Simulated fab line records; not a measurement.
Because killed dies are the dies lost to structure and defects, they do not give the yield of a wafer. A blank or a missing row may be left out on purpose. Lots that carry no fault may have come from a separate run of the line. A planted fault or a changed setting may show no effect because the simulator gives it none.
Matching of chambers -- flow n5-finfet -- N5_SD_EPI_N_ETCH_45 on rie-diel-04 has 4 sister chambers
The step etches SiOCN in CH3F/O2, target depth 6 nm. 8 wafers are shown with their chamber, then 9 later ones without.

== WAFERS, EACH WITH ITS CHAMBER ==
wafer,chamber,showerhead-plenum-p-Torr (Torr),throttle-valve-pct (%)
L085.5,3,1.89,23.02
L088.4,1,2.06,23.44
L088.5,0,2.09,23.24
L089.1,0,2.09,23.24
L089.6,3,1.89,23.04
L090.3,2,2.09,23.16
L090.4,1,2.05,23.44
L090.6,2,2.09,23.17

== WAFERS WHOSE CHAMBER IS MISSING ==
wafer,showerhead-plenum-p-Torr (Torr),throttle-valve-pct (%)
L091.2,2.05,23.45
L091.3,1.89,23.03
L091.5,2.05,23.44
L092.1,2.09,23.26
L092.2,1.89,23.03
L092.5,1.89,23.03
L095.2,2.09,23.19
L095.5,2.09,23.18
L095.6,1.88,23.06

== WHICH CHAMBER EACH WENT THROUGH ==
wafer,from the rows above,in truth
L091.2,1,1
L091.3,3,3
L091.5,1,1
L092.1,0,0
L092.2,3,3
L092.5,3,3
L095.2,2,2
L095.5,2,2
L095.6,3,3
Correct placement for 9 of the 9. From these rows, 0 cannot be placed. Wrongly placed: 0.
How it was worked out, from the rows above alone: a wafer's distance from a chamber is the root of the sum, over the readings, of the square of ((its reading less the chamber's mean) divided by the reading's scatter). If the next closest chamber is less than 2 further off than the closest, the wafer can't be placed; otherwise it belongs to the closest. Each chamber's mean is taken over the wafers shown for it. The scatter is the square root of a quotient: the sum, over the shown wafers, of each reading's squared deviation from its chamber's mean, divided by wafers minus chambers.
